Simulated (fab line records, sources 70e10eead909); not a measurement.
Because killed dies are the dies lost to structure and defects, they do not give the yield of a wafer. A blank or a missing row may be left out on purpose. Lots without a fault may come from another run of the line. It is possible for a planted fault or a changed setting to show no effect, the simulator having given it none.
fab line records | flow nand_harc
record: lots: 12 wafers: 36 last_day: 34
route steps=1302 shown A_BLC@1128 A_M0@1160
lots with no fault: from the same line, run without faults
start_h: hours from the record's first day to the start of the lot's first wafer shown | wait_h: hours elapsed since this lot's preceding step | " as in the row above | L1.1+2: several wafers, shown together as one row | - either no value or no given start | * or withheld: withheld | < > ~ a bound
route shown NAME@n: NAME is a module with steps in the file, n the number in the route of the first one | usual: mean/standard deviation taken from wafers without a fault | same: alike in all rows | chamber/n: place in a boat | sites: readings site by site | _std_site: standard deviation of those values | _edge_site: outer sites' mean less inner sites' | radius_mm: for every site, how far away it sits from the centre of the wafer | mask NAME#n: copy n | behind: the last tool/chamber to shape the wafer | hold: cause of the lot's hold/its duration in hours/its outcome | device: transistor that didn't switch, given as n, p or np | end of line: tests run on the same wafers once the route is complete | a step given without rows: its recipe and nothing more | killed: the dies lost at the first sort to structure and to defects; this is not the yield of the wafer | map: per-die view of a wafer (x killed, . not killed, _ where there is no die)
set.NAME: the run value of the setting; set.NAME@STEP: its run value at that earlier step | model.NAME: the simulator's own value behind a step, which no gauge read
one table for each step of the route and one row for each wafer, over a sample of lots
services: when a tool's chamber went out of use (start_h, in hours from the record's first day, below 0 if earlier), for how many hours, and the reason
== steps ==
step: NHARC_A_BLC_DEGAS_30
recipe: temp_c: 300 time_s: 60
usual: heater_power_w: 490/72
columns lot.wafer tool chamber start_h wait_h heater_power_w
L398.1 pvd_sputter-01 - 535.99 - 446
L398.4 " - " " 469
L398.2 " - " " 635
L396.2 pvd_sputter-03 - 537.68 - 429
L396.4 " - " " 521
L396.6 " - " " 542
L395.4 pvd_sputter-03 - 540.09 - 524
L395.2 " - " " 383
L395.6 " - " " 522
L397.3 pvd_sputter-03 - 543.76 - 523
L397.4 " - " " 385
L397.1 " - " " 552
L400.1 pvd_sputter-01 - 559.72 - 445
L400.2 " - " " 468
L400.6 " - " " 478
L399.1 pvd_sputter-03 - 560.58 - 507
L399.4 " - " " 549
L399.6 " - " " 518
L401.1 pvd_sputter-02 - 583.08 - 442
L401.4 " - " " 517
L401.6 " - " " 438
L403.4 pvd_sputter-01 - 641.30 - 461
L403.1 " - " " 590
L403.5 " - " " 460
L409.4 pvd_sputter-03 - 661.10 - 419
L409.2 " - " " 566
L409.6 " - " " 531
L417.4 pvd_sputter-03 - 735.05 - 385
L417.2 " - " " 430
L417.6 " - " " 378
L416.1 pvd_sputter-01 - 752.15 - 611
L416.3 " - " " 587
L416.2 " - " " 419
L418.4 pvd_sputter-02 - 770.34 - 452
L418.6 " - " " 440
L418.5 " - " " 557
step: NHARC_A_BLC_CVD_24
recipe: target_thk_a: 1500 temp_c: 300 pressure_torr: 40 wf6_flow_sccm: 40 h2_flow_sccm: 1600 ar_flow_sccm: 1560 time_s: 434 material: W
usual: heater_power_w: 481/48 throttle_valve_pct: 7.9/0.32
columns lot.wafer tool chamber start_h wait_h heater_power_w throttle_valve_pct
L398.1 cvd_w-02 1 - - 506 8.2
L398.2 " 0 " " 482 7.9
L398.4 " 0 " " 495 7.9
L396.2 cvd_w-01 1 - - 439 8.6
L396.4 " 0 " " 399 7.8
L396.6 " 0 " " 395 7.5
L395.2 cvd_w-02 0 - - 488 7.8
L395.4 " 1 " " 515 8.0
L395.6 " 0 " " 489 8.0
L397.1 cvd_w-01 1 - - 447 8.2
L397.3 " 1 " " 439 8.5
L397.4 " 0 " " 402 7.5
L400.2 cvd_w-01 1 - - 483 8.3
L400.1 " 0 " " 393 7.7
L400.6 " 0 " " 402 7.5
L399.1 cvd_w-02 0 - - 493 8.1
L399.4 " 0 " " 507 8.1
L399.6 " 0 " " 494 8.1
L401.1 cvd_w-02 0 - - 504 7.9
L401.4 " 0 " " 491 8.1
L401.6 " 0 " " 496 7.9
L403.1 cvd_w-01 1 - - 482 8.5
L403.4 " 0 " " 391 7.6
L403.5 " 0 " " 399 7.3
L409.2 cvd_w-01 1 - - 479 8.5
L409.4 " 0 " " 400 7.4
L409.6 " 0 " " 403 7.4
L417.2 cvd_w-02 1 - - 548 8.0
L417.4 " 0 " " 489 7.8
L417.6 " 1 " " 534 7.9
L416.1 cvd_w-02 1 - - 540 8.0
L416.2 " 0 " " 478 7.8
L416.3 " 1 " " 539 7.8
L418.4 cvd_w-02 1 - - 530 8.0
L418.6 " 0 " " 488 7.8
L418.5 " 1 " " 539 7.9
step: NHARC_A_M0_ECD_22
recipe: target_thk_a: 4000 bath_temp_c: 25 material: Cu
usual: bath_temp_c: 24.98/0.11
columns lot.wafer tool chamber start_h wait_h bath_temp_c
L398.2 ecd_cu-01 0 539.72 - 25.03
L398.1 " 1 " " 24.86
L398.4 " 1 " " 25.03
L396.2 ecd_cu-02 1 541.46 - 24.72
L396.4 " 0 " " 24.83
L396.6 " 1 " " 24.98
L395.2 ecd_cu-02 1 543.89 - 25.09
L395.4 " 0 " " 25.06
L395.6 " 1 " " 24.86
L397.1 ecd_cu-02 0 547.51 - 25.05
L397.4 " 0 " " 24.91
L397.3 " 1 " " 24.98
L400.2 ecd_cu-02 1 563.34 - 24.99
L400.1 " 0 " " 25.03
L400.6 " 1 " " 24.96
L399.1 ecd_cu-01 1 564.31 - 25.20
L399.4 " 0 " " 24.90
L399.6 " 1 " " 25.14
L401.1 ecd_cu-02 0 587.25 - 24.89
L401.4 " 0 " " 24.73
L401.6 " 0 " " 24.97
L403.1 ecd_cu-02 1 645.09 - 24.97
L403.4 " 0 " " 25.07
L403.5 " 0 " " 25.03
L409.2 ecd_cu-01 1 664.95 - 25.14
L409.4 " 0 " " 24.92
L409.6 " 1 " " 25.09
L417.2 ecd_cu-02 0 738.75 - 25.04
L417.4 " 1 " " 24.91
L417.6 " 1 " " 24.97
L416.1 ecd_cu-02 0 755.82 - 24.95
L416.2 " 1 " " 25.26
L416.3 " 0 " " 24.99
L418.4 ecd_cu-01 0 774.41 - 25.08
L418.5 " 0 " " 24.88
L418.6 " 1 " " 24.95
step: NHARC_A_M0_CMP_23
recipe: t_overpolish_s: 20 target_thk_nm: 113.75
usual: motor_current_A: 12.5/1.4 retaining_ring_pressure_frac: 1.000/0.0046 time_to_endpoint_s: 29.1/2.2
columns lot.wafer tool chamber start_h wait_h motor_current_A retaining_ring_pressure_frac time_to_endpoint_s
L398.2 cmp-04 1 540.62 - 13.9 0.996 27.6
L398.4 " 2 " " 10.7 1.004 28.1
L398.1 " 3 " " 10.1 0.994 29.2
L396.4 cmp-01 2 542.17 - 12.4 0.994 29.1
L396.2 " 0 " " 13.5 1.004 23.3
L396.6 " 2 " " 12.9 0.998 28.4
L395.4 cmp-02 3 544.59 - 12.6 0.992 27.4
L395.2 " 1 " " 10.1 0.998 27.1
L395.6 " 3 " " 11.9 0.999 26.4
L397.1 cmp-04 2 548.24 - 10.8 0.997 26.7
L397.3 " 3 " " 10.0 1.003 26.5
L397.4 " 0 " " 14.6 1.002 26.2
L400.2 cmp-02 2 564.07 - 13.4 0.999 30.5
L400.1 " 0 " " 11.2 1.002 28.2
L400.6 " 3 " " 11.7 1.000 27.9
L399.1 cmp-04 3 565.07 - 10.2 1.005 33.4
L399.4 " 0 " " 14.6 1.000 32.6
L399.6 " 2 " " 11.1 0.993 31.9
L401.1 cmp-01 0 587.98 - 13.7 1.001 26.3
L401.4 " 3 " " 13.1 0.997 28.1
L401.6 " 1 " " 14.0 1.002 28.1
L403.1 cmp-01 2 645.84 - 12.6 1.003 29.5
L403.4 " 3 " " 12.7 1.005 27.5
L403.5 " 1 " " 13.8 1.003 27.4
L409.2 cmp-04 0 665.69 - 15.1 1.007 32.0
L409.4 " 3 " " 10.3 0.993 20.8
L409.6 " 1 " " 14.1 1.003 30.5
L417.4 cmp-02 2 739.42 - 13.4 0.998 30.5
L417.2 " 1 " " 11.2 1.005 28.6
L417.6 " 2 " " 13.4 1.001 31.2
L416.1 cmp-01 0 756.54 - 12.7 1.001 25.3
L416.3 " 2 " " 12.9 1.002 27.2
L416.2 " 3 " " 12.6 0.994 26.1
L418.4 cmp-02 3 775.03 - 13.0 0.998 27.8
L418.5 " 3 " " 12.8 0.996 26.6
L418.6 " 0 " " 11.9 1.001 26.8
step: NHARC_A_M0_INSPECT_27
usual: raw_defect_count: 525/130
columns lot.wafer tool chamber start_h wait_h raw_defect_count
L398.1 defect_inspect-01 - 541.06 0.0 415
L398.2 " - " " 417
L398.4 " - " " 542
L396.2 defect_inspect-01 - 542.65 0.0 738
L396.4 " - " " 618
L396.6 " - " " 709
L395.2 defect_inspect-02 - 545.04 0.0 481
L395.4 " - " " 504
L395.6 " - " " 463
L397.1 defect_inspect-01 - 548.71 0.0 392
L397.3 " - " " 583
L397.4 " - " " 599
L400.1 defect_inspect-01 - 564.54 0.0 560
L400.2 " - " " 488
L400.6 " - " " 488
L399.1 defect_inspect-01 - 565.51 0.0 529
L399.4 " - " " 637
L399.6 " - " " 476
L401.1 defect_inspect-01 - 588.45 0.0 539
L401.4 " - " " 417
L401.6 " - " " 492
L403.1 defect_inspect-01 - 646.28 0.0 421
L403.4 " - " " 418
L403.5 " - " " 536
L409.2 defect_inspect-02 - 666.20 0.0 470
L409.4 " - " " 511
L409.6 " - " " 602
L417.2 defect_inspect-01 - 739.89 0.0 472
L417.4 " - " " 446
L417.6 " - " " 490
L416.1 defect_inspect-01 - 757.01 0.0 371
L416.2 " - " " 374
L416.3 " - " " 463
L418.4 defect_inspect-02 - 775.50 0.0 464
L418.5 " - " " 428
L418.6 " - " " 559
== services ==
columns tool chamber start_h hours kind
ecd_cu-01 - 512.00 8.0 pm
pvd_sputter-03 - 515.15 2.8 repair
cmp-01 - 516.81 1.0 repair
pvd_sputter-03 - 526.05 10.0 pm
cmp-02 - 530.21 4.0 pm
cmp-02 - 538.56 2.1 repair
cvd_w-01 - 547.05 13.0 pm
pvd_sputter-03 - 566.62 3.5 repair
cmp-01 - 577.42 0.5 repair
cvd_w-02 1 580.92 6.7 repair
ecd_cu-02 - 596.37 8.0 pm
cmp-04 - 601.13 4.0 pm
pvd_sputter-01 - 603.91 10.0 pm
cmp-02 - 620.19 0.8 repair
cmp-02 - 628.21 4.0 pm
cvd_w-02 - 631.08 13.0 pm
ecd_cu-02 - 632.97 0.9 repair
pvd_sputter-03 - 639.22 3.3 repair
cmp-04 - 642.33 1.6 repair
pvd_sputter-03 - 704.05 10.0 pm
cvd_w-02 - 706.83 0.3 repair
cvd_w-01 - 728.05 13.0 pm
cvd_w-02 1 771.24 2.7 repair
ecd_cu-02 - 772.37 8.0 pm
== key ==
first_sign: step: NHARC_A_M0_CMP_23 reading: time_to_endpoint_s direction: down sigmas: 3.7 usual: * struck: *
effect none on later readings
met_at NHARC_A_M0_ECD_22
struck_lots L409
struck_wafers L409.4
not_acting_at NHARC_A_BLC_DEGAS_30,NHARC_A_BLC_CVD_24,NHARC_A_M0_INSPECT_27
onset_between 564.31 664.95
fault: kind: process_parameter_drift tool: ecd_cu-01 chamber: - onset_h: 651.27 steps: NHARC_A_M0_ECD_22 channel: target_thk_a offset: * shape: step end_h: 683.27 scope: struck_wafers_only acts_in: * stated: *
